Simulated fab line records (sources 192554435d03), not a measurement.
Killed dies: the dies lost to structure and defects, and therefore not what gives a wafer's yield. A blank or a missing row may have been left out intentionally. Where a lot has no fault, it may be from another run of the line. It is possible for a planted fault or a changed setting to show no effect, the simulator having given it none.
Split-lot trial ; flow n5_finfet ; on a route of 1938 steps: 7 lots, 21 wafers read

== THE SPLIT ==
At N5_BEOL_M13_ETCH_59 (etches BARC in N2/H2, target depth 89 nm, overetch 26.7 nm, time 67.9 s), the setting time_s was moved away from the recipe's 67.9 s on 4 of the 21 wafers read, by -20.3% to +15.3%. The other wafers ran this setting at the recipe's value.

The reading is taken at the split's own step.

== THE READING ==
coat_of_BEOL_M13_COAT_04.thk_nm (the simulator's own value, which no gauge read), in nm, at N5_BEOL_M13_ETCH_59 (etches BARC in N2/H2, target depth 89 nm, overetch 26.7 nm, time 67.9 s). There is no usual value for it anywhere in the file. The 17 wafers here that ran the recipe average 317.8 nm, standard deviation 1.7 nm.

wafer;tool, chamber at the split;time_s as run, s;against the recipe;coat_of_BEOL_M13_COAT_04.thk_nm, nm;against lot-mates on the recipe
L076.4;rie_diel-02, 0;67.9;recipe;317.6;-
L076.5;rie_diel-02, 3;67.9;recipe;318.4;-
L076.6;rie_diel-02, 0;67.9;recipe;316.8;-
L079.2;rie_diel-06, 2;78.31;+15.3%;313.4;-7.2
L079.3;rie_diel-06, 3;78.31;+15.3%;309;-11.6
L079.4;rie_diel-06, 1;67.9;recipe;320.6;-
L080.1;rie_diel-01, 0;67.9;recipe;320.4;-
L080.3;rie_diel-01, 3;67.9;recipe;318.2;-
L080.6;rie_diel-01, 0;67.9;recipe;319;-
L084.1;rie_diel-01, 3;67.9;recipe;316.4;-
L084.2;rie_diel-01, 2;54.11;-20.3%;331.6;+15.8
L084.4;rie_diel-01, 3;67.9;recipe;315.2;-
L088.3;rie_diel-02, 0;67.9;recipe;318;-
L088.4;rie_diel-02, 3;67.9;recipe;319.6;-
L088.5;rie_diel-02, 0;61.58;-9.3%;324.8;+6.0
L087.2;rie_diel-06, 3;67.9;recipe;315.8;-
L087.3;rie_diel-06, 0;67.9;recipe;317;-
L087.4;rie_diel-06, 2;67.9;recipe;319.4;-
L092.1;rie_diel-06, 1;67.9;recipe;316;-
L092.2;rie_diel-06, 3;67.9;recipe;315.6;-
L092.3;rie_diel-06, 2;67.9;recipe;319.2;-

FIT RESULTS
A straight line over all 21 wafers: coat_of_BEOL_M13_COAT_04.thk_nm changes by -0.566 nm for each +1% of time_s; r = -0.90; the points scatter about the line by 1.9 nm.
The same after taking each lot's own level away (the mean of its wafers on the recipe; 21 wafers): -0.686 nm for each +1%; r = -0.96; scatter 1.4 nm.
That fit puts the effect of the largest move of time_s on the reading at 14 nm.
The lots' own levels span 315.80 to 320.60 nm, that is 2.9 times the standard deviation above.
So the lot-to-lot level changes the slope: the two fits differ.
Check: +12.6 nm against its lot-mates is what the line predicts for one of the wafers moved furthest among these (-20.3%) when that wafer is left out of the fit. It came out at +15.8 nm against them.

== FURTHER SPLITS ON THESE WAFERS ==
Before the reading, these wafers also passed through other splits. Each is held against what the fit with the lots' levels taken away leaves over:
other split on the same wafers;wafers away from the commonest value;r with coat_of_BEOL_M13_COAT_04.thk_nm (lot level and that fit taken away)
N5_BEOL_M8_COAT_22 spin_rpm;8;+0.16
N5_BEOL_M9_ETCH_61 source_w;8;+0.06
N5_BEOL_M9_COAT_64 spin_rpm;7;-0.17
N5_BEOL_M10_COAT_59 spin_rpm;9;+0.13
N5_BEOL_M10_COAT_60 spin_rpm;9;-0.18
N5_BEOL_M11_TRENCH_ETCH_37 bias_w;8;-0.01
N5_BEOL_M12_COAT_65 spin_rpm;8;-0.04

== FILE'S OWN FIT ==
coat_of_BEOL_M13_COAT_04.thk_nm changes by -0.709 nm for each +1% of time_s, r = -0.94.
